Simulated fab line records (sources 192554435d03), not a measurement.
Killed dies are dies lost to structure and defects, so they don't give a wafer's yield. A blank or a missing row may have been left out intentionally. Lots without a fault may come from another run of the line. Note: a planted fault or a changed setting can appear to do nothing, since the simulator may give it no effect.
fab line records + flow n5Finfet + part 1 of 2: steps 1 to 18 of 24
record:
- lots: 5
- wafers: 15
- lastDay: 16
route steps=1938 shown GATE_CUT@481
lots that met no fault: taken from a fault-free run of the same line
startH: hours from the record's opening day to when the first of the lot's shown wafers began + waitH: time in hours since the lot's previous step + " as in the row above + L1.1+2: one row covering several wafers at once + - no value present, or no start provided + * or withheld: withheld + < > ~ a bound
route shown NAME@n: names a module that has steps shown in the file, with the first one's number in the route + usual: mean/standard deviation of fault-free wafers + same: alike in all rows + chamber/n: place in a boat + sites: readings site by site + _std_site: the standard deviation of these + _edge_site: mean of outer sites minus mean of inner sites + radiusMm: how far each site lies from the wafer's centre + mask NAME#n: copy n + behind: the most recent tool/chamber to have shaped the wafer + hold: reason for holding the lot/hours on hold/outcome of the hold + device: the n, p or np transistor that did not switch + end of line: the same wafers' tests at the end of the route + for a step that has no rows: nothing shown but its recipe + killed: the dies lost at the first sort to structure and to defects; this is not the yield of the wafer + map: a wafer's dies, marking killed ones x, the rest . and places with no die _
set.NAME: the run value of the setting; set.NAME@STEP: its run value at that earlier step + model.NAME: the simulator's own value behind a step, which no gauge read
certain route steps with their lots: each step a table, each wafer a row
services: when a tool's chamber went out of use (startH, in hours from the record's first day, below 0 if earlier), for how many hours, and the reason
== steps ==
step: N5_GATE_CUT_COAT_07
recipe:
- resist: CAR-EUV
- spinRpm: 1500
- resistThkNm: 30
| lot.wafer  | tool          | chamber | startH | waitH |
|------------|---------------|---------|--------|-------|
| L077.1+4+6 | lithoTrack-02 | 0       | -      | -     |
| L083.1+5+6 | lithoTrack-05 | 0       | -      | -     |
| L088.1+4+6 | lithoTrack-05 | 0       | -      | -     |
| L089.1+3+4 | lithoTrack-04 | 0       | -      | -     |
| L094.1+2+6 | lithoTrack-05 | 0       | -      | -     |
step: N5_GATE_CUT_EBR_09
recipe:
- solvent: PGMEA
- ebrWidthMm: 1.5
| lot.wafer  | tool          | chamber | startH | waitH |
|------------|---------------|---------|--------|-------|
| L077.1+4+6 | lithoTrack-02 | 0       | -      | -     |
| L083.1+5+6 | lithoTrack-05 | 0       | -      | -     |
| L088.1+4+6 | lithoTrack-05 | 0       | -      | -     |
| L089.1+3+4 | lithoTrack-04 | 0       | -      | -     |
| L094.1+2+6 | lithoTrack-05 | 0       | -      | -     |
step: N5_GATE_CUT_SOFTBAKE_08
recipe:
- tempC: 110
- timeS: 60
- resist: CAR-EUV
| lot.wafer  | tool          | chamber | startH | waitH |
|------------|---------------|---------|--------|-------|
| L077.1+4+6 | lithoTrack-02 | 0       | -      | -     |
| L083.1+5+6 | lithoTrack-05 | 0       | -      | -     |
| L088.1+4+6 | lithoTrack-05 | 0       | -      | -     |
| L089.1+3+4 | lithoTrack-04 | 0       | -      | -     |
| L094.1+2+6 | lithoTrack-05 | 0       | -      | -     |
step: N5_GATE_CUT_EXPOSE_10
recipe:
- maskId: GATE_CUT
- na: 0.33
- sourceShape: annular
- sigmaInner: 0.35
- sigmaOuter: 0.8
- polarization: unpolarized
- targetCdNm: 20
- doseMj: 43.25
| lot.wafer  | tool          | chamber | startH | waitH | mask       |
|------------|---------------|---------|--------|-------|------------|
| L077.1+4+6 | euvScanner-01 | 0       | 103.45 | -     | GATE_CUT#0 |
| L083.1+5+6 | euvScanner-01 | 0       | 138.08 | -     | GATE_CUT#0 |
| L088.1+4+6 | euvScanner-02 | 0       | 169.26 | -     | GATE_CUT#0 |
| L089.1+3+4 | euvScanner-01 | 0       | 177.28 | -     | GATE_CUT#0 |
| L094.1+2+6 | euvScanner-02 | 0       | 208.39 | -     | GATE_CUT#0 |
step: N5_GATE_CUT_PEB_11
recipe:
- pebTempC: 100
- pebTimeS: 60
- resist: CAR-EUV
| lot.wafer  | tool          | chamber | startH | waitH |
|------------|---------------|---------|--------|-------|
| L077.1+4+6 | lithoTrack-04 | 0       | 103.52 | 0.1   |
| L083.1+5+6 | lithoTrack-05 | 0       | 138.14 | 0.1   |
| L088.1+4+6 | lithoTrack-05 | 0       | 169.33 | 0.1   |
| L089.1+3+4 | lithoTrack-05 | 0       | 177.34 | 0.1   |
| L094.1+2+6 | lithoTrack-02 | 0       | 208.45 | 0.1   |
step: N5_GATE_CUT_DEVELOP_12
recipe:
- developTimeS: 30
- developer: TMAH
- resist: CAR-EUV
- rinseLiquid: surfactantRinse
- dry: airSpin
- devTempC: 23
| lot.wafer  | tool          | chamber | startH | waitH |
|------------|---------------|---------|--------|-------|
| L077.1+4+6 | lithoTrack-04 | 0       | -      | -     |
| L083.1+5+6 | lithoTrack-05 | 0       | -      | -     |
| L088.1+4+6 | lithoTrack-05 | 0       | -      | -     |
| L089.1+3+4 | lithoTrack-05 | 0       | -      | -     |
| L094.1+2+6 | lithoTrack-02 | 0       | -      | -     |
step: N5_GATE_CUT_CD_MEAS_13
recipe:
- targetCdNm: 20
- landingEnergyEv: 500
- detector: seInlens
usual:
- cdNm: 20.01/0.25
| lot.wafer | tool     | chamber | startH | waitH | cdNm  |
|-----------|----------|---------|--------|-------|-------|
| L077.1    | cdSem-02 | 0       | 103.58 | -     | 19.90 |
| L077.4    | "        | 0       | "      | "     | 19.54 |
| L077.6    | "        | 0       | "      | "     | 19.85 |
| L083.1    | cdSem-02 | 0       | 138.21 | -     | 19.68 |
| L083.5    | "        | 0       | "      | "     | 19.73 |
| L083.6    | "        | 0       | "      | "     | 19.73 |
| L088.1    | cdSem-01 | 0       | 169.39 | -     | 20.18 |
| L088.4    | "        | 0       | "      | "     | 19.95 |
| L088.6    | "        | 0       | "      | "     | 20.05 |
| L089.1    | cdSem-03 | 0       | 177.41 | -     | 19.78 |
| L089.3    | "        | 0       | "      | "     | 19.62 |
| L089.4    | "        | 0       | "      | "     | 20.02 |
| L094.1    | cdSem-01 | 0       | 208.52 | -     | 20.39 |
| L094.2    | "        | 0       | "      | "     | 19.98 |
| L094.6    | "        | 0       | "      | "     | 20.42 |
step: N5_GATE_CUT_OVL_MEAS_14
recipe:
- pointsPerWafer: 522
usual:
- GATE_CUT_OVL: 0.1/0.63
| lot.wafer | tool       | chamber | startH | waitH | GATE_CUT_OVL[nm] |
|-----------|------------|---------|--------|-------|------------------|
| L077.1    | overlay-01 | 0       | 103.61 | 0.0   | 0.4              |
| L077.4    | "          | 0       | "      | "     | 0.0              |
| L077.6    | "          | 0       | "      | "     | 0.5              |
| L083.1    | overlay-02 | 0       | 138.24 | 0.0   | 0.0              |
| L083.5    | "          | 0       | "      | "     | 1.1              |
| L083.6    | "          | 0       | "      | "     | 1.1              |
| L088.1    | overlay-01 | 0       | 169.42 | 0.0   | 0.3              |
| L088.4    | "          | 0       | "      | "     | -0.2             |
| L088.6    | "          | 0       | "      | "     | 0.0              |
| L089.1    | overlay-01 | 0       | 177.44 | 0.0   | 0.5              |
| L089.3    | "          | 0       | "      | "     | 0.3              |
| L089.4    | "          | 0       | "      | "     | 0.3              |
| L094.1    | overlay-01 | 0       | 208.55 | 0.0   | 0.0              |
| L094.2    | "          | 0       | "      | "     | 0.0              |
| L094.6    | "          | 0       | "      | "     | 0.0              |
step: N5_GATE_CUT_INSPECT_15
recipe:
- mode: adi
- inspectInstrument: brightfield
usual:
- rawDefectCount: 132/46
| lot.wafer | tool             | chamber | startH | waitH | rawDefectCount |
|-----------|------------------|---------|--------|-------|----------------|
| L077.1    | defectInspect-02 | -       | 103.67 | 0.1   | 108            |
| L077.4    | "                | -       | "      | "     | 124            |
| L077.6    | "                | -       | "      | "     | 101            |
| L083.1    | defectInspect-01 | -       | 138.30 | 0.1   | 274            |
| L083.5    | "                | -       | "      | "     | 117            |
| L083.6    | "                | -       | "      | "     | 194            |
| L088.1    | defectInspect-02 | -       | 169.48 | 0.1   | 77             |
| L088.4    | "                | -       | "      | "     | 151            |
| L088.6    | "                | -       | "      | "     | 131            |
| L089.1    | defectInspect-01 | -       | 177.50 | 0.1   | 122            |
| L089.3    | "                | -       | "      | "     | 195            |
| L089.4    | "                | -       | "      | "     | 178            |
| L094.1    | defectInspect-01 | -       | 208.61 | 0.1   | 73             |
| L094.2    | "                | -       | "      | "     | 109            |
| L094.6    | "                | -       | "      | "     | 113            |
step: N5_GATE_CUT_DESCUM_18
recipe:
- chemistry: O2
- timeS: 7
- sourcePowerW: 50
- biasPowerW: 20
- pressureMtorr: 20
- rfFrequencyHz: 2.712e+07
- tempC: 40
- resist: CAR-EUV
- o2FlowSccm: 225
usual:
- drypumpMotorCurrentA: 5.5/0.44
- oesProductAu: 0.77/0.089
- rfFwdPowerW: 49.35/0.2
- rfVppV: 243.6/1.3
- showerheadPlenumPTorr: 2.11/0.063
- throttleValvePct: 20.38/0.21
| lot.wafer | tool       | chamber | startH | waitH | drypumpMotorCurrentA | oesProductAu | rfFwdPowerW | rfHoursCounterH | rfVppV | showerheadPlenumPTorr | throttleValvePct |
|-----------|------------|---------|--------|-------|----------------------|--------------|-------------|-----------------|--------|-----------------------|------------------|
| L077.1    | rieDiel-04 | 0       | 103.71 | 0.0   | 5.4                  | 0.67         | 49.07       | 255             | 244.4  | 2.07                  | 20.63            |
| L077.4    | "          | 0       | "      | "     | 5.4                  | 0.68         | 49.13       | -               | 242.9  | 2.07                  | 20.64            |
| L077.6    | "          | 1       | "      | "     | 5.1                  | 0.70         | 49.29       | -               | 243.6  | 2.14                  | 20.30            |
| L083.1    | rieDiel-01 | 3       | 138.33 | 0.0   | 5.7                  | 0.71         | 49.20       | 179             | 244.9  | 2.16                  | 20.29            |
| L083.5    | "          | 0       | "      | "     | 5.4                  | 0.86         | 49.34       | -               | 244.2  | 2.22                  | 20.42            |
| L083.6    | "          | 3       | "      | "     | 5.7                  | 0.71         | 49.24       | -               | 243.6  | 2.16                  | 20.28            |
| L088.1    | rieDiel-01 | 1       | 169.52 | 0.0   | 6.0                  | 1.04         | 49.23       | 0               | 242.3  | 2.06                  | 19.84            |
| L088.4    | "          | 3       | "      | "     | 5.7                  | 0.71         | 49.39       | 191             | 245.3  | 2.15                  | 20.30            |
| L088.6    | "          | 3       | "      | "     | 5.7                  | 0.71         | 49.13       | -               | 244.4  | 2.15                  | 20.31            |
| L089.1    | rieDiel-01 | 1       | 177.61 | 0.1   | 6.0                  | 1.00         | 49.33       | 2               | 242.3  | 2.06                  | 19.84            |
| L089.3    | "          | 3       | "      | "     | 5.7                  | 0.70         | 49.22       | 193             | 245.6  | 2.15                  | 20.30            |
| L089.4    | "          | 2       | "      | "     | 5.4                  | 0.71         | 49.38       | 178             | 244.0  | 2.09                  | 20.57            |
| L094.1    | rieDiel-01 | 3       | 208.64 | 0.0   | 5.7                  | 0.70         | 49.49       | 202             | 244.6  | 2.15                  | 20.32            |
| L094.2    | "          | 2       | "      | "     | 5.5                  | 0.71         | 49.42       | 187             | 243.5  | 2.08                  | 20.58            |
| L094.6    | "          | 0       | "      | "     | 5.4                  | 0.81         | 49.31       | -               | 244.2  | 2.21                  | 20.45            |
step: N5_GATE_CUT_ETCH_28
recipe:
- chemistry: N2/H2
- target: underlayer
- targetDepthA: 130
- maskMaterial: CAR-EUV
- timeS: 10.4
- ionEnergyEv: 200
- pressureMtorr: 30
- sourceW: 840
- biasW: 150
- n2FlowSccm: 200
- h2FlowSccm: 200
- ends: cleared
usual:
- drypumpMotorCurrentA: 5.5/0.44
- etchRfOnTimeS: 10.32/0.29
- h2FlowSccm: 200.0/0.57
- oesProductAu: 0.66/0.08
- rfFwdPowerW: 819.0/2.6
- rfVppV: 524.7/2.4
- showerheadPlenumPTorr: 2.57/0.076
- throttleValvePct: 17.82/0.21
| lot.wafer | tool       | chamber | startH | waitH | drypumpMotorCurrentA | etchRfOnTimeS | h2FlowSccm | oesProductAu | rfFwdPowerW | rfHoursCounterH | rfVppV | showerheadPlenumPTorr | throttleValvePct |
|-----------|------------|---------|--------|-------|----------------------|---------------|------------|--------------|-------------|-----------------|--------|-----------------------|------------------|
| L077.1    | rieDiel-04 | 0       | 103.74 | 0.0   | 5.4                  | 10.61         | 199.5      | 0.58         | 814.9       | 255             | 522.3  | 2.50                  | 18.03            |
| L077.4    | "          | 0       | "      | "     | 5.4                  | 10.60         | 199.2      | 0.58         | 817.6       | -               | 522.6  | 2.50                  | 18.01            |
| L077.6    | "          | 1       | "      | "     | 5.1                  | 10.53         | 199.5      | 0.60         | 814.8       | -               | 526.0  | 2.62                  | 17.89            |
| L083.1    | rieDiel-01 | 3       | 138.37 | 0.0   | 5.7                  | 10.24         | 200.2      | 0.62         | 816.6       | 179             | 526.0  | 2.62                  | 17.66            |
| L083.5    | "          | 0       | "      | "     | 5.3                  | 10.00         | 199.1      | 0.74         | 818.7       | -               | 526.7  | 2.69                  | 17.78            |
| L083.6    | "          | 3       | "      | "     | 5.7                  | 10.32         | 200.4      | 0.60         | 816.1       | -               | 526.6  | 2.62                  | 17.68            |
| L088.1    | rieDiel-01 | 1       | 169.55 | 0.0   | 6.0                  | 9.75          | 199.9      | 0.90         | 823.0       | 0               | 523.7  | 2.48                  | 17.13            |
| L088.4    | "          | 3       | "      | "     | 5.7                  | 10.17         | 200.4      | 0.61         | 817.3       | 191             | 525.4  | 2.62                  | 17.71            |
| L088.6    | "          | 3       | "      | "     | 5.7                  | 10.12         | 200.9      | 0.61         | 818.5       | -               | 527.3  | 2.62                  | 17.70            |
| L089.1    | rieDiel-01 | 1       | 177.64 | 0.0   | 5.9                  | 9.63          | 199.4      | 0.88         | 818.9       | 2               | 522.0  | 2.48                  | 17.15            |
| L089.3    | "          | 3       | "      | "     | 5.7                  | 10.19         | 200.5      | 0.61         | 813.2       | 193             | 527.7  | 2.62                  | 17.70            |
| L089.4    | "          | 2       | "      | "     | 5.4                  | 10.61         | 199.5      | 0.61         | 815.8       | 178             | 523.1  | 2.55                  | 18.15            |
| L094.1    | rieDiel-01 | 3       | 208.68 | 0.0   | 5.7                  | 10.00         | 199.8      | 0.61         | 821.0       | 202             | 526.4  | 2.61                  | 17.71            |
| L094.2    | "          | 2       | "      | "     | 5.4                  | 10.39         | 199.5      | 0.61         | 814.8       | 187             | 523.6  | 2.55                  | 18.15            |
| L094.6    | "          | 0       | "      | "     | 5.3                  | 9.98          | 200.2      | 0.72         | 815.4       | -               | 529.0  | 2.68                  | 17.82            |
step: N5_GATE_CUT_ETCH_36
recipe:
- chemistry: CF4
- target: SiARC
- targetDepthA: 130
- maskMaterial: CAR-EUV
- timeS: 21.7
- ionEnergyEv: 80
- pressureMtorr: 40
- sourceW: 545
- biasW: 36
- Ar_flow_sccm: 100
- cf4FlowSccm: 100
- ends: cleared
usual:
- drypumpMotorCurrentA: 5.5/0.43
- etchRfOnTimeS: 21.5/0.6
- oesProductAu: 0.66/0.08
- rfFwdPowerW: 531.3/1.8
- rfVppV: 184.4/1
- showerheadPlenumPTorr: 2.17/0.063
- throttleValvePct: 15.61/0.21
| lot.wafer | tool       | chamber | startH | waitH | drypumpMotorCurrentA | etchRfOnTimeS | oesProductAu | rfFwdPowerW | rfHoursCounterH | rfVppV | showerheadPlenumPTorr | throttleValvePct |
|-----------|------------|---------|--------|-------|----------------------|---------------|--------------|-------------|-----------------|--------|-----------------------|------------------|
| L077.1    | rieDiel-04 | 0       | 103.76 | 0.0   | 5.3                  | 21.9          | 0.58         | 532.5       | 255             | 183.1  | 2.11                  | 15.82            |
| L077.4    | "          | 0       | "      | "     | 5.4                  | 22.0          | 0.58         | 530.8       | -               | 183.9  | 2.11                  | 15.81            |
| L077.6    | "          | 1       | "      | "     | 5.1                  | 21.9          | 0.60         | 531.3       | -               | 184.0  | 2.20                  | 15.58            |
| L083.1    | rieDiel-01 | 3       | 138.39 | 0.0   | 5.7                  | 21.2          | 0.61         | 530.9       | 179             | 186.5  | 2.23                  | 15.65            |
| L083.5    | "          | 0       | "      | "     | 5.3                  | 20.7          | 0.74         | 529.6       | -               | 186.3  | 2.25                  | 15.46            |
| L083.6    | "          | 3       | "      | "     | 5.7                  | 21.4          | 0.61         | 530.2       | -               | 185.1  | 2.23                  | 15.65            |
| L088.1    | rieDiel-01 | 1       | 169.57 | 0.0   | 6.0                  | 20.4          | 0.90         | 531.5       | 0               | 183.7  | 2.10                  | 15.01            |
| L088.4    | "          | 3       | "      | "     | 5.7                  | 20.9          | 0.61         | 532.7       | 191             | 184.2  | 2.22                  | 15.68            |
| L088.6    | "          | 3       | "      | "     | 5.7                  | 21.1          | 0.61         | 536.0       | -               | 184.3  | 2.22                  | 15.67            |
| L089.1    | rieDiel-01 | 1       | 177.66 | 0.0   | 6.0                  | 20.5          | 0.87         | 531.8       | 2               | 183.6  | 2.10                  | 15.01            |
| L089.3    | "          | 3       | "      | "     | 5.7                  | 21.1          | 0.61         | 530.1       | 193             | 185.8  | 2.22                  | 15.69            |
| L089.4    | "          | 2       | "      | "     | 5.4                  | 21.9          | 0.62         | 527.5       | 178             | 184.5  | 2.13                  | 15.78            |
| L094.1    | rieDiel-01 | 3       | 208.70 | 0.0   | 5.7                  | 21.2          | 0.59         | 532.8       | 202             | 185.4  | 2.22                  | 15.70            |
| L094.2    | "          | 2       | "      | "     | 5.5                  | 22.1          | 0.61         | 529.8       | 187             | 183.2  | 2.13                  | 15.78            |
| L094.6    | "          | 0       | "      | "     | 5.3                  | 20.7          | 0.72         | 531.4       | -               | 185.0  | 2.24                  | 15.53            |
step: N5_GATE_CUT_ETCH_37
recipe:
- chemistry: N2/H2
- target: SOC
- targetDepthA: 600
- overetchA: 120
- maskMaterial: SiARC
- tempC: 40
- timeS: 90
- ionEnergyEv: 200
- pressureMtorr: 30
- sourceW: 840
- biasW: 150
- n2FlowSccm: 200
- h2FlowSccm: 200
usual:
- drypumpMotorCurrentA: 5.5/0.44
- h2FlowSccm: 200.1/0.56
- oesProductAu: 0.69/0.076
- rfFwdPowerW: 834.2/2.2
- rfVppV: 524.7/2.4
- showerheadPlenumPTorr: 2.57/0.076
- throttleValvePct: 17.79/0.21
| lot.wafer | tool       | chamber | startH | waitH | drypumpMotorCurrentA | h2FlowSccm | oesProductAu | rfFwdPowerW | rfHoursCounterH | rfVppV | showerheadPlenumPTorr | throttleValvePct |
|-----------|------------|---------|--------|-------|----------------------|------------|--------------|-------------|-----------------|--------|-----------------------|------------------|
| L077.1    | rieDiel-04 | 0       | 103.79 | 0.0   | 5.4                  | 199.8      | 0.62         | 833.3       | 255             | 523.4  | 2.50                  | 18.00            |
| L077.4    | "          | 0       | "      | "     | 5.4                  | 200.3      | 0.62         | 834.6       | -               | 522.3  | 2.50                  | 18.01            |
| L077.6    | "          | 1       | "      | "     | 5.1                  | 199.4      | 0.64         | 833.3       | -               | 525.7  | 2.62                  | 17.88            |
| L083.1    | rieDiel-01 | 3       | 138.41 | 0.0   | 5.7                  | 200.0      | 0.63         | 833.5       | 179             | 525.9  | 2.62                  | 17.65            |
| L083.5    | "          | 0       | "      | "     | 5.3                  | 200.2      | 0.76         | 837.7       | -               | 527.9  | 2.69                  | 17.75            |
| L083.6    | "          | 3       | "      | "     | 5.7                  | 199.2      | 0.63         | 836.5       | -               | 525.9  | 2.62                  | 17.65            |
| L088.1    | rieDiel-01 | 1       | 169.60 | 0.0   | 6.0                  | 199.5      | 0.91         | 833.8       | 0               | 523.9  | 2.48                  | 17.10            |
| L088.4    | "          | 3       | "      | "     | 5.7                  | 200.1      | 0.63         | 833.3       | 191             | 526.5  | 2.62                  | 17.66            |
| L088.6    | "          | 3       | "      | "     | 5.7                  | 200.1      | 0.62         | 834.9       | -               | 524.6  | 2.62                  | 17.65            |
| L089.1    | rieDiel-01 | 1       | 177.69 | 0.0   | 6.0                  | 200.8      | 0.88         | 834.2       | 2               | 523.2  | 2.48                  | 17.11            |
| L089.3    | "          | 3       | "      | "     | 5.7                  | 201.6      | 0.63         | 835.8       | 193             | 525.3  | 2.62                  | 17.66            |
| L089.4    | "          | 2       | "      | "     | 5.4                  | 199.6      | 0.64         | 834.0       | 178             | 523.8  | 2.55                  | 18.12            |
| L094.1    | rieDiel-01 | 3       | 208.72 | 0.0   | 5.7                  | 200.3      | 0.62         | 833.1       | 202             | 526.9  | 2.61                  | 17.68            |
| L094.2    | "          | 2       | "      | "     | 5.4                  | 200.6      | 0.64         | 838.9       | 187             | 522.8  | 2.55                  | 18.14            |
| L094.6    | "          | 0       | "      | "     | 5.4                  | 199.7      | 0.73         | 832.6       | -               | 527.2  | 2.68                  | 17.80            |
step: N5_GATE_CUT_STRIP_38
recipe:
- chemistry: N2/H2
- tempC: 40
- n2FlowSccm: 200
- h2FlowSccm: 200
- rfFrequencyHz: 6e+07
| lot.wafer  | tool       | chamber | startH | waitH |
|------------|------------|---------|--------|-------|
| L077.1+4+6 | rieDiel-04 | 0,0,1   | 103.85 | 0.0   |
| L083.1+5+6 | rieDiel-01 | 3,0,3   | 138.48 | 0.0   |
| L088.1+4+6 | rieDiel-01 | 1,3,3   | 169.66 | 0.0   |
| L089.1+3+4 | rieDiel-01 | 1,3,2   | 177.75 | 0.0   |
| L094.1+2+6 | rieDiel-01 | 3,2,0   | 208.79 | 0.0   |
step: N5_GATE_CUT_STRIP_39
recipe:
- chemistry: N2/H2
- tempC: 40
- n2FlowSccm: 200
- h2FlowSccm: 200
- rfFrequencyHz: 6e+07
| lot.wafer  | tool       | chamber | startH | waitH |
|------------|------------|---------|--------|-------|
| L077.1+4+6 | rieDiel-04 | 0,0,1   | 103.86 | 0.0   |
| L083.1+5+6 | rieDiel-01 | 3,0,3   | 138.49 | 0.0   |
| L088.1+4+6 | rieDiel-01 | 1,3,3   | 169.67 | 0.0   |
| L089.1+3+4 | rieDiel-01 | 1,3,2   | 177.76 | 0.0   |
| L094.1+2+6 | rieDiel-01 | 3,2,0   | 208.80 | 0.0   |
step: N5_GATE_CUT_HM_OPEN_40
recipe:
- chemistry: C4F6/O2
- target: SiO2
- maskMaterial: SiARC
- targetDepthA: 1390
- timeS: 85.1
- ionEnergyEv: 250
- pressureMtorr: 30
- sourceW: 345
- biasW: 185
- Ar_flow_sccm: 300
- C4F6_flow_sccm: 10
- O2_flow_sccm: 10
- ends: cleared
usual:
- drypumpMotorCurrentA: 5.5/0.44
- etchRfOnTimeS: 93.7/2.2
- oesProductAu: 0.69/0.083
- rfFwdPowerW: 341.9/1.3
- rfVppV: 660/12
- showerheadPlenumPTorr: 2.88/0.084
- throttleValvePct: 20.92/0.18
| lot.wafer | tool       | chamber | startH | waitH | drypumpMotorCurrentA | etchRfOnTimeS | oesProductAu | rfFwdPowerW | rfHoursCounterH | rfVppV | showerheadPlenumPTorr | throttleValvePct |
|-----------|------------|---------|--------|-------|----------------------|---------------|--------------|-------------|-----------------|--------|-----------------------|------------------|
| L077.1    | rieDiel-04 | 0       | 103.87 | 0.0   | 5.4                  | 95.0          | 0.61         | 340.5       | 255             | 666    | 2.80                  | 21.08            |
| L077.4    | "          | 0       | "      | "     | 5.4                  | 94.8          | 0.62         | 341.3       | -               | 666    | 2.80                  | 21.06            |
| L077.6    | "          | 1       | "      | "     | 5.1                  | 95.5          | 0.64         | 344.5       | -               | 665    | 2.92                  | 20.87            |
| L083.1    | rieDiel-01 | 3       | 138.50 | 0.0   | 5.7                  | 93.3          | 0.64         | 342.3       | 179             | 646    | 2.94                  | 20.83            |
| L083.5    | "          | 0       | "      | "     | 5.3                  | 92.7          | 0.78         | 344.0       | -               | 667    | 3.00                  | 20.84            |
| L083.6    | "          | 3       | "      | "     | 5.7                  | 94.6          | 0.64         | 341.2       | -               | 645    | 2.94                  | 20.85            |
| L088.1    | rieDiel-01 | 1       | 169.68 | 0.0   | 6.0                  | 91.3          | 0.93         | 340.4       | 0               | 675    | 2.81                  | 20.40            |
| L088.4    | "          | 3       | "      | "     | 5.7                  | 94.1          | 0.63         | 341.6       | 191             | 644    | 2.94                  | 20.89            |
| L088.6    | "          | 3       | "      | "     | 5.7                  | 93.5          | 0.63         | 341.0       | -               | 645    | 2.94                  | 20.86            |
| L089.1    | rieDiel-01 | 1       | 177.77 | 0.0   | 6.0                  | 90.1          | 0.91         | 340.8       | 2               | 674    | 2.80                  | 20.40            |
| L089.3    | "          | 3       | "      | "     | 5.7                  | 97.3          | 0.63         | 342.8       | 193             | 646    | 2.94                  | 20.87            |
| L089.4    | "          | 2       | "      | "     | 5.4                  | 96.5          | 0.65         | 343.1       | 178             | 653    | 2.84                  | 21.11            |
| L094.1    | rieDiel-01 | 3       | 208.81 | 0.0   | 5.7                  | 91.9          | 0.63         | 341.3       | 202             | 644    | 2.93                  | 20.90            |
| L094.2    | "          | 2       | "      | "     | 5.4                  | 93.3          | 0.64         | 341.7       | 188             | 653    | 2.84                  | 21.13            |
| L094.6    | "          | 0       | "      | "     | 5.3                  | 91.8          | 0.75         | 340.1       | -               | 667    | 2.99                  | 20.88            |
step: N5_GATE_CUT_STRIP_41
recipe:
- chemistry: CF4
- resist: SiARC
- powerW: 300
- biasPowerW: 75
- pressureMtorr: 50
- cf4FlowSccm: 150
- rfFrequencyHz: 6e+07
usual:
- drypumpMotorCurrentA: 5.5/0.43
- oesProductAu: 0.177/0.02
- rfFwdPowerW: 293.6/1.3
- rfVppV: 271.7/1.4
- showerheadPlenumPTorr: 1.82/0.053
- throttleValvePct: 13.59/0.22
| lot.wafer | tool       | chamber | startH | waitH | drypumpMotorCurrentA | oesProductAu | rfFwdPowerW | rfHoursCounterH | rfVppV | showerheadPlenumPTorr | throttleValvePct |
|-----------|------------|---------|--------|-------|----------------------|--------------|-------------|-----------------|--------|-----------------------|------------------|
| L077.1    | rieDiel-04 | 0       | 103.93 | 0.0   | 5.4                  | 0.163        | 291.3       | 255             | 271.6  | 1.77                  | 13.85            |
| L077.4    | "          | 0       | "      | "     | 5.4                  | 0.158        | 292.0       | -               | 271.7  | 1.77                  | 13.82            |
| L077.6    | "          | 1       | "      | "     | 5.1                  | 0.163        | 294.2       | -               | 273.1  | 1.84                  | 13.61            |
| L083.1    | rieDiel-01 | 3       | 138.56 | 0.0   | 5.7                  | 0.158        | 295.2       | 179             | 271.8  | 1.87                  | 13.67            |
| L083.5    | "          | 0       | "      | "     | 5.3                  | 0.192        | 292.9       | -               | 272.4  | 1.88                  | 13.44            |
| L083.6    | "          | 3       | "      | "     | 5.7                  | 0.170        | 293.1       | -               | 271.9  | 1.87                  | 13.66            |
| L088.1    | rieDiel-01 | 1       | 169.74 | 0.0   | 5.9                  | 0.231        | 292.8       | 0               | 271.8  | 1.75                  | 12.96            |
| L088.4    | "          | 3       | "      | "     | 5.7                  | 0.162        | 295.2       | 191             | 272.4  | 1.87                  | 13.69            |
| L088.6    | "          | 3       | "      | "     | 5.7                  | 0.160        | 294.4       | -               | 271.7  | 1.87                  | 13.71            |
| L089.1    | rieDiel-01 | 1       | 177.83 | 0.0   | 6.0                  | 0.234        | 293.2       | 2               | 271.5  | 1.75                  | 12.97            |
| L089.3    | "          | 3       | "      | "     | 5.7                  | 0.165        | 293.0       | 193             | 272.0  | 1.87                  | 13.68            |
| L089.4    | "          | 2       | "      | "     | 5.4                  | 0.170        | 294.7       | 178             | 271.6  | 1.78                  | 13.73            |
| L094.1    | rieDiel-01 | 3       | 208.87 | 0.0   | 5.7                  | 0.157        | 292.9       | 202             | 273.5  | 1.87                  | 13.71            |
| L094.2    | "          | 2       | "      | "     | 5.4                  | 0.159        | 294.6       | 188             | 270.1  | 1.77                  | 13.76            |
| L094.6    | "          | 0       | "      | "     | 5.3                  | 0.187        | 292.9       | -               | 273.2  | 1.88                  | 13.49            |
step: N5_GATE_CUT_STRIP_42
recipe:
- chemistry: O2
- powerW: 400
- tempC: 40
- pressureMtorr: 30
- rfFrequencyHz: 6e+07
- biasPowerW: 0
- overashFraction: 0.3
- o2FlowSccm: 225
usual:
- drypumpMotorCurrentA: 5.5/0.43
- oesProductAu: 0.77/0.089
- rfVppV: 3.7/0.44
- showerheadPlenumPTorr: 2.12/0.063
- throttleValvePct: 16.64/0.2
| lot.wafer | tool       | chamber | startH | waitH | drypumpMotorCurrentA | oesProductAu | rfHoursCounterH | rfVppV | showerheadPlenumPTorr | throttleValvePct |
|-----------|------------|---------|--------|-------|----------------------|--------------|-----------------|--------|-----------------------|------------------|
| L077.1    | rieDiel-04 | 0       | 103.95 | 0.0   | 5.4                  | 0.68         | 255             | 3.0    | 2.07                  | 16.89            |
| L077.4    | "          | 0       | "      | "     | 5.4                  | 0.68         | -               | 3.3    | 2.07                  | 16.91            |
| L077.6    | "          | 1       | "      | "     | 5.1                  | 0.71         | -               | 4.1    | 2.14                  | 16.58            |
| L083.1    | rieDiel-01 | 3       | 138.58 | 0.0   | 5.7                  | 0.71         | 179             | 3.5    | 2.16                  | 16.58            |
| L083.5    | "          | 0       | "      | "     | 5.3                  | 0.85         | -               | 4.4    | 2.23                  | 16.63            |
| L083.6    | "          | 3       | "      | "     | 5.7                  | 0.71         | -               | 3.6    | 2.16                  | 16.60            |
| L088.1    | rieDiel-01 | 1       | 169.76 | 0.0   | 6.0                  | 1.03         | 0               | 2.8    | 2.06                  | 16.11            |
| L088.4    | "          | 3       | "      | "     | 5.7                  | 0.71         | 191             | 3.9    | 2.16                  | 16.60            |
| L088.6    | "          | 3       | "      | "     | 5.7                  | 0.70         | -               | 3.8    | 2.16                  | 16.61            |
| L089.1    | rieDiel-01 | 1       | 177.85 | 0.0   | 6.0                  | 1.00         | 2               | 4.2    | 2.06                  | 16.12            |
| L089.3    | "          | 3       | "      | "     | 5.7                  | 0.71         | 193             | 2.9    | 2.16                  | 16.59            |
| L089.4    | "          | 2       | "      | "     | 5.4                  | 0.72         | 178             | 3.5    | 2.09                  | 16.83            |
| L094.1    | rieDiel-01 | 3       | 208.89 | 0.0   | 5.7                  | 0.70         | 202             | 3.0    | 2.15                  | 16.62            |
| L094.2    | "          | 2       | "      | "     | 5.4                  | 0.71         | 188             | 3.1    | 2.09                  | 16.88            |
| L094.6    | "          | 0       | "      | "     | 5.3                  | 0.82         | -               | 4.1    | 2.22                  | 16.66            |
